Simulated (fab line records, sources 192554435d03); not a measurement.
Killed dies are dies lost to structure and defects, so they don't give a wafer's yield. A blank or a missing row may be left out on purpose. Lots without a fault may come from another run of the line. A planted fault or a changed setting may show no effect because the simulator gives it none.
fab line records | flow n5_finfet
record lots=9 wafers=27 last_day=19
route steps=1938 shown GATE_CUT@504 MOL_CONTACT_COAG@531 BEOL_M4@1111
lots that met no fault: from a run of the same line without faults
start_h: hours from the record's first day to the start of the lot's first wafer shown | wait_h: hours since the lot's step before | " the same as in the row above | L1.1+2: a row that stands for several wafers | - no value, or no start given | * or withheld: withheld | < > ~ a bound
route shown NAME@n: a module of which the file shows steps, and the number in the route of the first | usual: mean/standard deviation of fault-free wafers | same: alike in all rows | chamber/n: place in a boat | sites: the reading at each site | _std_site: their standard deviation | _edge_site: outer sites' mean less inner sites' | radius_mm: how far each site lies from the wafer's centre | mask NAME#n: copy n | behind: the tool/chamber that last shaped the wafer | hold: why the lot was held/for how many hours/how that ended | device: the transistor (n, p or np) that didn't switch | end of line: the same wafers' tests at the end of the route | a step without rows: its recipe alone | killed: dies lost to structure and defects at the first sort, not the wafer's yield | map: a wafer's dies, x killed, . not, _ none there
set.NAME: the setting as run; set.NAME@STEP: as run at that earlier step | model.NAME: the simulator's own value behind a step, which no gauge read
steps of the route over a sample of lots; a table a step, a row a wafer
services: from which hour (start_h, from the record's first day; less than 0 if before it) a tool's chamber was out of use, for how many hours, and why
## steps
# step N5_GATE_CUT_VAPOR_ETCH_48
# recipe chemistry=BCl3/Cl2 target=TiN mode=isotropic
# usual drypump_motor_current_A=6.0/0.44 oes_product_au=0.77/0.12
# columns lot.wafer tool chamber start_h wait_h drypump_motor_current_A oes_product_au
L185.2 rie_metal-02 1 93.85 0.0 6.1 0.88
L185.3 " 1 " " 6.0 0.89
L185.4 " 0 " " 5.7 0.65
L187.1 rie_metal-01 1 103.68 0.0 6.2 0.81
L187.2 " 0 " " 6.8 0.58
L187.5 " 0 " " 6.8 0.58
L188.1 rie_metal-02 0 105.85 0.0 5.7 0.64
L188.3 " 1 " " 6.0 0.87
L188.5 " 1 " " 6.0 0.88
L189.3 rie_metal-02 0 116.43 0.0 5.6 0.65
L189.5 " 1 " " 6.0 0.87
L189.6 " 0 " " 5.6 0.65
L194.1 rie_metal-02 0 143.90 0.0 5.6 0.65
L194.2 " 1 " " 6.0 0.87
L194.4 " 0 " " 5.6 0.65
L196.1 rie_metal-01 1 169.63 0.0 6.2 0.79
L196.4 " 1 " " 6.1 0.79
L196.6 " 0 " " 6.8 1.00
L198.2 rie_metal-01 1 172.21 0.0 6.1 0.79
L198.4 " 1 " " 6.1 0.80
L198.5 " 1 " " 6.2 0.80
L202.1 rie_metal-01 1 215.02 0.0 6.2 0.79
L202.2 " 0 " " 6.8 0.95
L202.5 " 1 " " 6.2 0.78
L206.1 rie_metal-02 0 251.43 0.0 5.6 0.63
L206.2 " 1 " " 6.0 0.83
L206.3 " 1 " " 6.0 0.83
# step N5_GATE_CUT_STRIP_21
# recipe chemistry=N2/H2 time_s=30 power_w=1000 temp_c=250 pressure_mtorr=withheld n2_flow_sccm=1750 h2_flow_sccm=3250
# usual drypump_motor_current_A=5.96/0.19 heater_power_w=340/33
# columns lot.wafer tool chamber start_h wait_h drypump_motor_current_A heater_power_w rf_hours_counter_h
L185.2 plasma_asher-01 0 93.96 0.0 5.85 313 91
L185.3 " 1 " " 6.22 333 -
L185.4 " 0 " " 5.86 314 -
L187.1 plasma_asher-02 0 103.79 0.0 5.93 337 40
L187.2 " 1 " " 5.77 404 40
L187.5 " 0 " " 5.91 340 -
L188.1 plasma_asher-02 1 105.96 0.0 5.78 394 40
L188.3 " 1 " " 5.75 390 -
L188.5 " 1 " " 5.75 409 -
L189.3 plasma_asher-01 1 116.55 0.1 6.24 316 -
L189.5 " 1 " " 6.26 322 -
L189.6 " 0 " " 5.81 307 -
L194.1 plasma_asher-01 0 144.01 0.0 5.86 310 102
L194.2 " 1 " " 6.20 323 102
L194.4 " 0 " " 5.85 321 -
L196.1 plasma_asher-01 0 169.74 0.0 5.87 316 107
L196.4 " 1 " " 6.23 322 -
L196.6 " 1 " " 6.24 330 -
L198.2 plasma_asher-02 1 172.32 0.0 5.77 396 52
L198.4 " 0 " " 5.91 335 -
L198.5 " 0 " " 5.91 338 -
L202.1 plasma_asher-01 1 215.14 0.0 6.23 327 111
L202.2 " 0 " " 5.83 313 111
L202.5 " 0 " " 5.84 314 -
L206.1 plasma_asher-01 0 251.54 0.0 5.82 314 118
L206.2 " 1 " " 6.25 337 118
L206.3 " 0 " " 5.84 313 -
# step N5_MOL_CONTACT_COAG_ETCH_105
# recipe chemistry=CF4 target=SiARC target_depth_a=156 mask_material=CAR-EUV time_s=26 ion_energy_ev=80 pressure_mtorr=40 source_w=545 bias_w=36 Ar_flow_sccm=100 cf4_flow_sccm=100 ends=cleared
# usual cf4_flow_sccm=99.99/0.28 drypump_motor_current_A=5.8/0.42 etch_rf_on_time_s=25.85/0.29 oes_product_au=0.68/0.047 rf_vpp_V=184.4/1.1 showerhead_plenum_p_Torr=2.17/0.057 throttle_valve_pct=15.62/0.19
# columns lot.wafer tool chamber start_h wait_h cf4_flow_sccm drypump_motor_current_A etch_rf_on_time_s oes_product_au rf_hours_counter_h rf_vpp_V showerhead_plenum_p_Torr throttle_valve_pct
L185.2 rie_diel-04 1 101.82 0.0 100.18 5.3 26.20 0.71 66 183.8 2.16 15.27
L185.3 " 3 " " 100.13 6.5 26.15 0.66 157 184.6 2.22 15.41
L185.4 " 0 " " 100.21 6.4 26.03 0.61 242 183.5 2.03 15.91
L187.1 rie_diel-06 1 107.46 0.0 99.77 5.8 25.62 0.74 48 185.0 2.18 15.56
L187.2 " 0 " " 99.30 6.0 26.27 0.64 165 184.2 2.13 15.79
L187.5 " 2 " " 100.27 5.1 25.54 0.65 - 184.7 2.23 15.51
L188.1 rie_diel-06 0 109.24 0.0 100.19 5.9 26.25 0.64 166 184.8 2.13 15.79
L188.3 " 2 " " 99.73 5.0 25.71 0.64 155 185.1 2.23 15.51
L188.5 " 1 " " 99.82 5.7 26.01 0.74 - 183.3 2.17 15.58
L189.3 rie_diel-04 0 120.40 0.0 100.40 6.4 26.33 0.60 249 181.2 2.03 15.92
L189.5 " 0 " " 100.20 6.4 26.11 0.60 - 180.6 2.03 15.92
L189.6 " 3 " " 100.08 6.5 26.02 0.66 - 186.3 2.22 15.43
L194.1 rie_diel-01 2 166.13 0.0 100.04 6.3 25.39 0.73 61 183.2 2.09 15.68
L194.2 " 1 " " 99.49 5.8 25.53 0.71 84 183.8 2.16 15.54
L194.4 " 0 " " 100.04 5.8 26.16 0.72 67 185.8 2.25 15.57
L196.1 rie_diel-06 0 172.89 0.0 99.71 6.0 19.44 0.75 185 184.3 2.13 15.85
L196.4 " 3 " " 99.84 5.9 19.36 0.77 143 183.6 2.14 15.55
L196.6 " 3 " " 99.78 5.9 19.35 0.77 - 183.0 2.14 15.54
L198.2 rie_diel-06 0 175.50 0.0 99.68 6.0 26.02 0.63 185 184.2 2.13 15.86
L198.4 " 1 " " 99.57 5.7 19.17 0.86 68 183.4 2.17 15.63
L198.5 " 1 " " 99.32 5.8 25.77 0.72 - 184.2 2.17 15.62
L202.1 rie_diel-01 0 218.64 0.0 100.34 5.8 26.15 0.71 77 185.2 2.24 15.61
L202.2 " 1 " " 99.89 5.7 25.55 0.70 93 183.7 2.16 15.54
L202.5 " 3 " " 100.02 5.6 26.02 0.65 - 185.3 2.15 15.76
L206.1 rie_diel-01 0 256.64 0.0 100.20 5.8 26.02 0.70 87 185.0 2.24 15.62
L206.2 " 2 " " 100.20 6.3 25.44 0.71 82 183.2 2.08 15.73
L206.3 " 1 " " 99.79 5.7 25.46 0.69 103 184.9 2.15 15.56
# step N5_MOL_CONTACT_COAG_ETCH_110
# recipe chemistry=CF4/O2 target=Si target_depth_a=25 time_s=8 pressure_mtorr=100 source_w=200 bias_w=12 ion_energy_ev=60 Ar_flow_sccm=100 cf4_flow_sccm=100 O2_flow_sccm=10
# usual cf4_flow_sccm=99.98/0.29 drypump_motor_current_A=5.8/0.42 oes_product_au=0.79/0.056 rf_vpp_V=127.7/2 showerhead_plenum_p_Torr=2.26/0.058 throttle_valve_pct=10.75/0.2
# columns lot.wafer tool chamber start_h wait_h cf4_flow_sccm drypump_motor_current_A oes_product_au rf_hours_counter_h rf_vpp_V showerhead_plenum_p_Torr throttle_valve_pct
L185.2 rie_diel-04 1 102.04 0.0 100.33 5.3 0.83 67 124.6 2.24 10.39
L185.3 " 3 " " 99.68 6.5 0.78 157 129.9 2.31 10.64
L185.4 " 0 " " 100.16 6.4 0.71 243 125.8 2.11 11.14
L187.1 rie_diel-06 1 107.68 0.0 100.29 5.7 0.86 48 130.6 2.26 10.62
L187.2 " 0 " " 100.20 5.9 0.75 165 124.4 2.22 10.95
L187.5 " 2 " " 99.94 5.0 0.75 - 128.8 2.32 10.68
L188.1 rie_diel-06 0 109.46 0.0 99.75 5.9 0.75 166 124.4 2.22 10.96
L188.3 " 2 " " 100.14 5.1 0.75 155 129.3 2.32 10.69
L188.5 " 1 " " 99.93 5.7 0.88 - 128.9 2.26 10.61
L189.3 rie_diel-04 0 120.63 0.0 100.37 6.4 0.71 249 124.7 2.11 11.17
L189.5 " 0 " " 100.03 6.4 0.71 - 125.2 2.11 11.15
L189.6 " 3 " " 99.80 6.5 0.77 - 129.9 2.31 10.66
L194.1 rie_diel-01 2 166.35 0.0 99.67 6.3 0.86 61 127.6 2.17 10.72
L194.2 " 1 " " 99.72 5.7 0.83 84 126.6 2.24 10.63
L194.4 " 0 " " 99.80 5.7 0.85 67 127.1 2.33 10.66
L196.1 rie_diel-06 0 173.11 0.0 99.94 6.0 0.73 185 124.9 2.21 11.00
L196.4 " 3 " " 100.62 5.9 0.75 143 126.0 2.22 10.73
L196.6 " 3 " " 100.02 5.9 0.76 - 127.8 2.22 10.71
L198.2 rie_diel-06 0 175.72 0.0 99.43 5.9 0.73 185 123.5 2.21 11.01
L198.4 " 1 " " 100.00 5.7 0.85 68 131.4 2.25 10.68
L198.5 " 1 " " 100.69 5.7 0.84 - 130.7 2.25 10.68
L202.1 rie_diel-01 0 218.86 0.0 100.07 5.8 0.83 77 130.9 2.33 10.68
L202.2 " 1 " " 99.67 5.8 0.82 93 126.2 2.24 10.66
L202.5 " 3 " " 100.03 5.6 0.77 - 127.9 2.23 10.91
L206.1 rie_diel-01 0 256.86 0.0 100.06 5.7 0.81 87 129.4 2.33 10.72
L206.2 " 2 " " 100.08 6.3 0.83 82 127.1 2.16 10.78
L206.3 " 1 " " 99.72 5.8 0.80 104 127.2 2.24 10.69
# step N5_BEOL_M4_RC_MEAS_101
# usual DIBL_N=36.5/1.2 DIBL_P=36.5/1.6 IOFF_N=0.162/0.023 IOFF_P=0.221/0.03 ION_N=678/8 ION_P=466/6.3 SS_N=71.6/0.46 SS_P=73.3/0.57 VT_N=249.2/2.6 VT_P=-249/3.3
# columns lot.wafer tool chamber start_h wait_h DIBL_N[mV/V] DIBL_P[mV/V] IOFF_N[nA/um] IOFF_P[nA/um] ION_N[uA/um] ION_P[uA/um] SS_N[mV/dec] SS_P[mV/dec] VT_N[mV] VT_P[mV]
L185.2 prober-02 0 227.78 0.2 36.0 36.5 0.144 0.206 675 469 71.5 73.3 252.9 -250
L185.3 " 0 " " 37.7 39.4 0.172 0.268 675 476 71.9 73.8 246.7 -247
L185.4 " 0 " " 38.3 39.4 0.186 0.272 688 475 71.6 73.1 248.1 -244
L187.1 prober-02 0 235.17 0.0 34.9 33.9 0.131 0.212 674 468 71.7 72.4 250.3 -247
L187.2 " 0 " " 35.4 32.9 0.129 0.198 664 456 71.5 72.3 253.1 -251
L187.5 " 0 " " 36.6 34.1 0.145 0.216 668 469 72.1 72.4 250.4 -247
L188.1 prober-02 0 241.66 0.0 36.6 38.9 0.186 0.239 683 467 71.1 74.4 248.0 -248
L188.3 " 0 " " 37.0 39.9 0.209 0.253 693 470 71.8 73.7 244.0 -245
L188.5 " 0 " " 36.9 39.0 0.191 0.232 682 470 71.4 73.8 246.5 -248
L189.3 prober-02 0 251.41 0.3 36.1 37.8 0.161 0.257 681 471 72.2 74.1 250.2 -245
L189.5 " 0 " " 36.5 37.9 0.169 0.252 686 475 72.2 73.7 248.9 -245
L189.6 " 0 " " 35.3 36.7 0.151 0.234 677 470 72.2 73.3 248.3 -245
L194.1 prober-01 0 266.00 0.0 34.8 35.7 0.142 0.203 668 463 71.2 72.7 250.4 -250
L194.2 " 0 " " 38.3 39.0 0.199 0.261 684 465 72.4 74.4 245.0 -247
L194.4 " 0 " " 37.4 37.6 0.173 0.230 665 458 72.0 73.6 249.0 -251
L196.1 prober-02 0 290.03 0.0 37.5 36.6 0.181 0.252 674 459 72.5 73.3 250.2 -246
L196.4 " 0 " " 38.3 38.0 0.198 0.271 677 466 72.7 73.6 248.7 -245
L196.6 " 0 " " 36.6 36.3 0.161 0.251 673 465 71.7 72.7 247.8 -245
L198.2 prober-02 0 291.12 0.3 35.8 35.7 0.152 0.210 676 464 71.9 73.0 250.9 -250
L198.4 " 0 " " 36.0 35.9 0.150 0.220 668 458 71.1 72.9 252.0 -249
L198.5 " 0 " " 37.3 36.7 0.168 0.224 667 461 71.9 74.1 250.8 -248
L202.1 prober-01 0 323.73 0.0 36.2 38.9 0.194 0.254 695 471 72.0 73.8 247.0 -246
L202.2 " 0 " " 35.3 38.1 0.165 0.232 677 464 72.7 72.7 248.3 -248
L202.5 " 0 " " 34.6 36.3 0.152 0.215 678 465 71.9 73.0 251.2 -247
L206.1 prober-02 0 357.87 0.0 36.5 36.1 0.189 0.268 692 478 71.5 73.4 246.6 -241
L206.2 " 0 " " 34.9 33.7 0.157 0.225 680 474 71.4 72.5 248.0 -245
L206.3 " 0 " " 34.3 34.0 0.154 0.230 686 477 71.4 72.6 248.0 -246
## services
# columns tool chamber start_h hours kind
rie_metal-01 1 87.09 16.1 repair
rie_diel-04 1 106.06 2.9 repair
rie_diel-04 0 124.52 - clean
rie_diel-04 0 124.52 - consumable_replace:focus_ring
rie_diel-04 0 124.52 - consumable_replace:showerhead
rie_diel-04 0 124.52 14.9 scheduled_down
rie_diel-04 0 124.52 14.9 vent_cycle
plasma_asher-02 - 143.29 3.5 pm
rie_metal-01 0 147.84 - clean
rie_metal-01 0 147.84 19.0 scheduled_down
rie_metal-01 0 147.84 19.0 vent_cycle
rie_diel-06 - 152.62 0.9 repair
plasma_asher-01 - 153.10 2.1 repair
rie_diel-01 0 161.28 4.4 repair
rie_diel-01 1 187.71 6.8 repair
rie_diel-06 1 214.42 9.5 repair
plasma_asher-01 - 216.33 2.8 pm
rie_diel-01 - 234.77 2.8 pm
rie_metal-02 - 254.09 14.6 pm
## key
first_sign step=N5_MOL_CONTACT_COAG_ETCH_105 reading=etch_rf_on_time_s direction=down sigmas=23 usual=* struck=*
effect step=N5_MOL_CONTACT_COAG_ETCH_105 reading=oes_product_au direction=up sigmas=2.3 usual=0.68 struck=0.79
met_at N5_MOL_CONTACT_COAG_ETCH_105
struck_lots L196,L198
struck_wafers L196.1,L196.4,L196.6,L198.4
not_acting_at N5_GATE_CUT_VAPOR_ETCH_48,N5_GATE_CUT_STRIP_21,N5_MOL_CONTACT_COAG_ETCH_110
onset_between 109.24 172.89
fault kind=process_parameter_drift tool=rie_diel-06 chamber=- onset_h=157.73 steps=N5_MOL_CONTACT_COAG_ETCH_105 channel=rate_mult offset=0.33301 shape=step end_h=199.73 scope=struck_wafers_only
